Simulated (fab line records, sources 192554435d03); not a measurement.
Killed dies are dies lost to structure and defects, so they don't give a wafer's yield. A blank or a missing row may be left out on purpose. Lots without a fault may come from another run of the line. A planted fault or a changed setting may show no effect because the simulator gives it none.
Chamber matching | flow n5_finfet | N5_BEOL_M7_DEP_56 on pecvd-04: 3 sister chambers
The step deposits SiCN from 3MS/NH3, target thk 10 nm, time 17.5 s. 3 wafers are shown with their chamber, then 8 later ones without.

WAFERS WITH THEIR CHAMBER
wafer  | chamber | showerhead_plenum_p_Torr (Torr)
L082.5 | 0       | 3.633
L084.6 | 2       | 3.676
L089.1 | 1       | 3.676

WAFERS WITHOUT THEIR CHAMBER
wafer  | showerhead_plenum_p_Torr (Torr)
L089.2 | 3.645
L089.3 | 3.669
L094.2 | 3.679
L094.3 | 3.642
L094.6 | 3.644
L097.1 | 3.683
L097.2 | 3.668
L097.3 | 3.645

WHICH CHAMBER EACH WENT THROUGH
wafer  | from the rows above     | in truth
L089.2 | 0                       | 0
L089.3 | can't be placed: 1 or 2 | 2
L094.2 | can't be placed: 1 or 2 | 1
L094.3 | 0                       | 0
L094.6 | 0                       | 0
L097.1 | can't be placed: 1 or 2 | 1
L097.2 | can't be placed: 1 or 2 | 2
L097.3 | 0                       | 0
Placed correctly: 4 of 8. Can't be placed from these rows: 4 (the true chamber is among the candidates in 4). Placed wrongly: 0.
How it was worked out, from the rows above alone: a wafer's distance from a chamber is the root of the sum, over the readings, of the square of ((its reading less the chamber's mean) divided by the reading's scatter). The wafer belongs to the nearest chamber; if the next one is less than 2 further off, it can't be placed. A chamber's mean is the mean of its shown wafers. The scatter: with one shown wafer a chamber, the root of the mean of the squares of how far each hidden wafer lies from its nearest shown one.
